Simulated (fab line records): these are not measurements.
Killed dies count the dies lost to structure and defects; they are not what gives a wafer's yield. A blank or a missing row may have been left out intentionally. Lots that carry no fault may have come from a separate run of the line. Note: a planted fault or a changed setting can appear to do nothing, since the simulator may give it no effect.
fab line records | flow n5Finfet
record lots=11 wafers=32 lastDay=17
route steps=1938 shown BEOL_M15@1827 MIM_TOP@1836 MIM_TOP_ETCH@1853 TV_OPEN@1887 PASSIVATION@1936
lots that met no fault: taken from a fault-free run of the same line
startH: hours from the record's first day to the start of the lot's first wafer shown | waitH: hours since the lot's step before | " the same as in the row above | L1.1+2: one row covering several wafers at once | - no value, or no start given | * or withheld: withheld | < > ~ a bound
route shown NAME@n: names a module that has steps shown in the file, with the first one's number in the route | usual: mean and standard deviation over wafers with no fault | same: alike in all rows | chamber/n: place in a boat | sites: per-site readings | _std_site: standard deviation across them | _edge_site: mean of outer sites minus mean of inner sites | radiusMm: how far each site lies from the wafer's centre | mask NAME#n: copy n | behind: tool/chamber where the wafer was last shaped | hold: why the lot was held/for how many hours/how that ended | device: which transistor (n, p or np) failed to switch | end of line: at the end of the route, the tests of the same wafers | for a step that has no rows: nothing shown but its recipe | killed: count of dies lost to structure and defects at first sort (not the wafer's yield) | map: the dies of a wafer, with x for killed, . for not killed, _ for no die there
set.NAME: the setting the step ran with; set.NAME@STEP: the setting that earlier step ran with | model.NAME: the simulator's own value behind a step, which no gauge read
a sample of lots followed through the steps of the route, with each step as a table and each wafer as a row
services: when a tool's chamber went out of use (startH, in hours from the record's first day, below 0 if earlier), for how many hours, and the reason
## steps
# step N5_BEOL_M15_DEP_53
# recipe material=SiCN targetThkA=500 tempC=withheld precursor=3MS/NH3 pressureTorr=3 rfW=675 timeS=17.8
# usual showerheadPlenumPTorr=4.153/0.017 throttleValvePct=18.1/0.96
# columns lot.wafer tool chamber startH waitH showerheadPlenumPTorr throttleValvePct
L142.3 pecvd-01 1 258.99 0.0 4.147 17.9
L142.5 " 1 " " 4.150 18.4
L143.1 pecvd-03 1 262.37 0.0 4.178 18.9
L143.2 " 0 " " 4.149 18.9
L143.5 " 0 " " 4.148 18.9
L145.3 pecvd-04 2 277.34 0.0 4.147 16.2
L145.5 " 2 " " 4.143 16.1
L145.6 " 0 " " 4.137 18.4
L147.2 pecvd-04 2 289.39 0.0 4.147 16.3
L147.4 " 1 " " 4.173 18.0
L147.5 " 2 " " 4.150 16.3
L146.1 pecvd-01 0 295.62 0.0 4.163 19.7
L146.4 " 1 " " 4.153 18.1
L146.6 " 2 " " 4.132 18.3
L149.1 pecvd-01 2 318.24 0.0 4.145 18.5
L149.3 " 1 " " 4.146 18.4
L149.6 " 2 " " 4.135 18.6
L152.1 pecvd-04 1 338.35 0.0 4.173 18.1
L152.2 " 2 " " 4.147 16.2
L152.5 " 2 " " 4.150 16.4
L156.2 pecvd-04 2 371.22 0.0 4.145 16.4
L156.3 " 0 " " 4.126 18.3
L156.6 " 2 " " 4.146 16.6
L159.1 pecvd-01 0 377.89 0.0 4.162 19.5
L159.4 " 2 " " 4.143 18.6
L159.6 " 0 " " 4.160 19.2
L160.1 pecvd-04 2 388.15 0.0 4.154 16.5
L160.3 " 0 " " 4.126 18.4
L160.5 " 0 " " 4.134 18.4
L161.1 pecvd-04 0 391.52 0.0 4.126 18.8
L161.2 " 1 " " 4.177 18.3
L161.5 " 1 " " 4.181 18.1
# step N5_MIM_TOP_ALD_02
# recipe material=Al2O3 targetThkA=* tempC=withheld aldPrecursorFamily=TMA aldCoReactant=O3 pulseTimeS=withheld purgeTimeS=3 coReactantPurgeTimeS=withheld coReactantPulseTimeS=3 aldCycles=withheld
# usual precursorPulseHeightRel=1.002/0.019
# columns lot.wafer tool chamber startH waitH precursorPulseHeightRel
L142.3 aldHk-03 0 - - 0.993
L142.5 " 1 " " 0.970
L143.1 aldHk-02 1 - - 1.014
L143.2 " 0 " " 1.020
L143.5 " 2 " " 1.005
L145.3 aldHk-02 3 - - 0.982
L145.5 " 3 " " 1.014
L145.6 " 0 " " 1.036
L147.2 aldHk-02 1 - - 1.001
L147.4 " 0 " " 0.991
L147.5 " 0 " " 0.966
L146.1 aldHk-01 2 - - 0.976
L146.4 " 0 " " 1.033
L146.6 " 3 " " 1.015
L149.1 aldHk-03 1 - - 0.989
L149.3 " 0 " " 0.986
L149.6 " 1 " " 0.978
L152.1 aldHk-02 2 - - 0.973
L152.2 " 3 " " 1.000
L152.5 " 1 " " 0.987
L156.2 aldHk-03 0 - - 1.014
L156.3 " 3 " " 1.018
L156.6 " 0 " " 1.020
L159.1 aldHk-03 2 - - 0.997
L159.4 " 1 " " 1.007
L159.6 " 2 " " 1.029
L160.1 aldHk-03 1 - - 0.996
L160.3 " 3 " " 1.024
L160.5 " 3 " " 0.994
L161.1 aldHk-03 0 - - 0.990
L161.2 " 2 " " 0.998
L161.5 " 1 " " 1.000
# step N5_MIM_TOP_ETCH_PECVD_03
# recipe material=SiNx targetThkA=200 tempC=400 precursor=SiH4/NH3/N2 pressureTorr=1.5 rfW=300 timeS=17.6
# usual heaterPowerW=769/91 showerheadPlenumPTorr=5.11/0.069 susceptorTempC=400.03/0.22 throttleValvePct=40.6/2.1
# columns lot.wafer tool chamber startH waitH heaterPowerW showerheadPlenumPTorr susceptorTempC throttleValvePct
L142.3 pecvd-01 0 262.57 - 738 5.12 399.93 43.0
L142.5 " 0 " " 736 5.14 399.80 43.0
L143.1 pecvd-03 0 265.58 - 840 5.11 399.88 41.8
L143.2 " 1 " " 785 5.24 400.08 41.4
L143.5 " 1 " " 809 5.24 400.43 41.6
L145.3 pecvd-02 2 282.91 - 663 5.05 400.10 39.2
L145.5 " 0 " " 790 5.18 400.25 38.4
L145.6 " 1 " " 911 4.98 400.44 43.8
L147.2 pecvd-03 2 293.55 - 898 5.15 399.76 37.6
L147.4 " 2 " " 880 5.15 399.78 37.7
L147.5 " 1 " " 751 5.24 399.90 41.8
L146.1 pecvd-02 2 298.75 - 653 5.04 399.77 39.0
L146.4 " 1 " " 858 4.98 400.20 43.9
L146.6 " 2 " " 640 5.04 399.54 39.0
L149.1 pecvd-03 0 323.86 - 807 5.10 399.86 42.1
L149.3 " 2 " " 846 5.16 399.77 37.8
L149.6 " 0 " " 804 5.10 399.93 42.3
L152.1 pecvd-01 2 342.37 - 707 5.09 399.95 40.5
L152.2 " 1 " " 573 5.09 399.91 40.0
L152.5 " 0 " " 675 5.12 400.04 43.2
L156.2 pecvd-03 1 375.83 - 791 5.24 400.02 41.2
L156.3 " 2 " " 803 5.15 400.22 38.1
L156.6 " 1 " " 794 5.24 400.12 41.6
L159.1 pecvd-03 2 381.16 - 894 5.15 400.29 37.7
L159.4 " 0 " " 724 5.09 399.58 42.0
L159.6 " 1 " " 793 5.24 400.23 41.4
L160.1 pecvd-02 0 391.61 - 738 5.15 400.22 38.5
L160.3 " 2 " " 644 5.05 400.13 39.4
L160.5 " 2 " " 626 5.03 400.07 39.4
L161.1 pecvd-01 2 395.34 - 716 5.08 399.84 40.9
L161.2 " 0 " " 665 5.13 399.96 42.9
L161.5 " 2 " " 700 5.08 400.10 40.8
# step N5_PASSIVATION_PASS_ETCH_74
# recipe chemistry=CF4/O2 target=SiNx targetDepthA=2200 timeS=110 ionEnergyEv=100 pressureMtorr=40 sourceW=535 biasW=49 Ar_flow_sccm=100 cf4FlowSccm=100 O2_flow_sccm=10
# usual biasW=49.00/0.14 drypumpMotorCurrentA=5.8/0.43 oes_o_777_au=0.76/0.085 oesProductAu=0.76/0.085 rfVppV=242/5.1 showerheadPlenumPTorr=2.20/0.08 throttleValvePct=16.08/0.23
# columns lot.wafer tool chamber startH waitH biasW drypumpMotorCurrentA oes_o_777_au oesProductAu rfHoursCounterH rfVppV showerheadPlenumPTorr throttleValvePct
L142.3 rieDiel-05 3 264.95 0.0 49.07 5.6 0.71 0.69 242 245 2.25 16.07
L142.5 " 2 " " 49.10 5.6 0.71 0.69 - 233 2.26 16.08
L143.1 rieDiel-05 1 268.66 0.0 49.06 5.7 0.71 0.69 199 247 2.10 16.41
L143.2 " 3 " " 49.21 5.6 0.71 0.69 243 242 2.25 16.09
L143.5 " 0 " " 48.99 5.8 0.80 0.82 - 253 2.31 16.03
L145.3 rieDiel-01 0 285.36 0.0 48.88 6.1 0.78 0.75 180 239 2.11 16.26
L145.5 " 0 " " 48.92 6.0 0.77 0.75 - 239 2.11 16.25
L145.6 " 3 " " 49.08 5.0 0.70 0.70 - 242 2.10 16.10
L147.2 rieDiel-02 0 296.79 0.0 49.10 5.7 0.71 0.72 198 238 2.20 16.03
L147.4 " 3 " " 48.98 5.9 0.69 0.67 234 242 2.09 16.15
L147.5 " 3 " " 49.07 5.9 0.69 0.67 - 240 2.09 16.15
L146.1 rieDiel-01 2 302.91 0.0 48.86 6.0 0.68 0.70 221 250 2.27 16.29
L146.4 " 3 " " 49.17 5.0 0.70 0.69 231 241 2.10 16.12
L146.6 " 1 " " 48.91 6.5 0.81 0.84 - 240 2.22 15.87
L149.1 rieDiel-05 1 328.31 0.0 49.21 5.7 0.70 0.68 218 245 2.10 16.45
L149.3 " 0 " " 49.24 5.9 0.78 0.80 119 252 2.30 16.07
L149.6 " 0 " " 49.07 5.9 0.78 0.79 - 251 2.30 16.07
L152.1 rieDiel-01 0 347.13 0.0 48.93 6.0 0.76 0.73 201 238 2.10 16.29
L152.2 " 1 " " 48.88 6.5 0.80 0.81 93 240 2.22 15.91
L152.5 " 0 " " 49.12 6.0 0.76 0.74 - 241 2.10 16.28
L156.2 rieDiel-01 2 378.93 0.0 49.08 6.0 0.66 0.68 243 251 2.26 16.34
L156.3 " 1 " " 48.98 6.5 0.81 0.81 101 241 2.22 15.92
L156.6 " 1 " " 48.96 6.5 0.79 1.13 - 240 2.22 16.02
L159.1 rieDiel-05 0 385.13 0.0 49.10 5.9 0.77 0.78 132 251 2.29 16.11
L159.4 " 1 " " 48.98 5.7 0.69 0.67 233 246 2.09 16.49
L159.6 " 3 " " 49.21 5.6 0.91 0.88 - 240 2.24 15.67
L160.1 rieDiel-05 2 397.05 0.0 48.96 5.6 0.90 0.88 17 234 2.25 15.64
L160.3 " 0 " " 48.89 5.9 0.77 0.78 136 251 2.29 16.11
L160.5 " 3 " " 48.79 5.6 0.90 0.87 - 242 2.24 15.65
L161.1 rieDiel-02 2 398.16 0.0 48.98 4.9 0.67 0.70 254 242 2.16 16.01
L161.2 " 0 " " 48.93 5.7 0.69 0.70 229 240 2.19 16.09
L161.5 " 2 " " 48.88 4.9 0.68 0.69 - 242 2.16 16.00
# step N5_PASSIVATION_PROBE_49
# usual defectLimitedYield=91.0/1.3 killed_at_M0_to_M3=36/9.5 killed_at_M4_up=14/5.6 killedAtContacts=12/6.4 killedAtFrontEnd=40/10 killedAtOther=3.2/3 killedDies=107/15 killedOpen=69/12 killedShort=35/7.7 sort_bin_5_function=5.3/0.91 sort_bin_6_memory=3.3/0.65 sort_bin_8_speed=0.00/0.012 sortNPass=1073/15 sortYieldPct=91.0/1.3
# same grossDies=1180 killedAtBackSide=0 sort_bin_4_leakage[%]=0
# columns lot.wafer tool chamber startH waitH defectLimitedYield[%] killed_at_M0_to_M3 killed_at_M4_up killedAtContacts killedAtFrontEnd killedAtOther killedDies killedOpen killedShort sort_bin_5_function[%] sort_bin_6_memory[%] sort_bin_8_speed[%] sortNPass sortYieldPct[%]
L147.2 prober-01 - 303.37 0.1 88.0 35 27 15 60 5 142 103 33 7.4 4.1 0 1038 88.0
L147.4 prober-01 - 303.47 0.2 91.9 20 21 13 33 8 95 66 29 5.0 2.8 0 1085 91.9
L147.5 prober-01 - 303.52 0.2 91.2 24 15 16 47 2 104 70 33 5.6 2.9 0 1076 91.2
# killed by level:class
L147.2 STI_FIN_REVEAL:geometricParticle:open=21 BEOL_M4:geometricParticle:open=15 MOL_CONTACT_COAG:geometricParticle:open=12 BEOL_M2:geometricParticle:open=12 FIN_SAQP:geometricParticle:open=8 GATE_CUT:geometricParticle:short=8 DUMMY_GATE:geometricParticle:open=7 BEOL_M0_SAQP:geometricParticle:open=6
L147.4 BEOL_M4:geometricParticle:open=15 MOL_CONTACT_COAG:geometricParticle:open=9 STI_FIN_REVEAL:geometricParticle:open=8 BEOL_M2:geometricParticle:open=7 FIN_SAQP:geometricParticle:short=5 BEOL_M0_SAQP:geometricParticle:open=5 FIN_SAQP:geometricParticle:open=4 MOL_CONTACT_COAG:geometricParticle:short=4
L147.5 FIN_SAQP:geometricParticle:open=17 MOL_CONTACT_COAG:geometricParticle:open=14 BEOL_M2:geometricParticle:open=10 BEOL_M4:geometricParticle:open=10 GATE_CUT:geometricParticle:short=5 FIN_SAQP:geometricParticle:short=4 DUMMY_GATE:geometricParticle:open=4 BEOL_M1:geometricParticle:open=3
## services
# columns tool chamber startH hours kind
pecvd-04 1 255.80 14.1 repair
rieDiel-05 3 291.67 - clean
rieDiel-05 3 291.67 - consumableReplace:focusRing
rieDiel-05 3 291.67 12.5 scheduledDown
rieDiel-05 3 291.67 12.5 ventCycle
pecvd-03 0 300.29 4.7 repair
pecvd-02 - 307.51 5.5 pm
rieDiel-05 2 312.84 - clean
rieDiel-05 2 312.84 - consumableReplace:focusRing
rieDiel-05 2 312.84 16.0 scheduledDown
rieDiel-05 2 312.84 16.0 ventCycle
pecvd-03 1 319.50 25.3 repair
pecvd-01 2 326.11 - calibration
aldHk-01 - 331.94 2.8 pm
pecvd-02 - 337.70 3.3 repair
pecvd-01 0 351.26 5.5 scheduledDown
pecvd-04 0 353.65 2.1 scheduledDown
pecvd-01 1 356.72 2.1 scheduledDown
rieDiel-05 0 365.70 8.6 repair
pecvd-01 1 383.62 - clean
pecvd-01 1 383.62 - consumableReplace:showerhead
pecvd-01 1 383.62 29.0 scheduledDown
pecvd-01 1 383.62 29.0 ventCycle
aldHk-01 - 393.46 0.9 repair
## key
firstSign step=N5_PASSIVATION_PASS_ETCH_74 reading=oesProductAu direction=up sigmas=4.5 usual=0.76 struck=1.13
effect none on later readings
metAt N5_PASSIVATION_PASS_ETCH_74
struckLots L156
struckWafers L156.6
notActingAt N5_BEOL_M15_DEP_53,N5_MIM_TOP_ALD_02,N5_MIM_TOP_ETCH_PECVD_03
onsetBetween 347.13 378.93
fault kind=processParameterDrift tool=rieDiel-01 chamber=- onsetH=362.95 steps=N5_PASSIVATION_PASS_ETCH_74 channel=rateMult offset=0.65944 shape=step endH=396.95 scope=struckWafersOnly
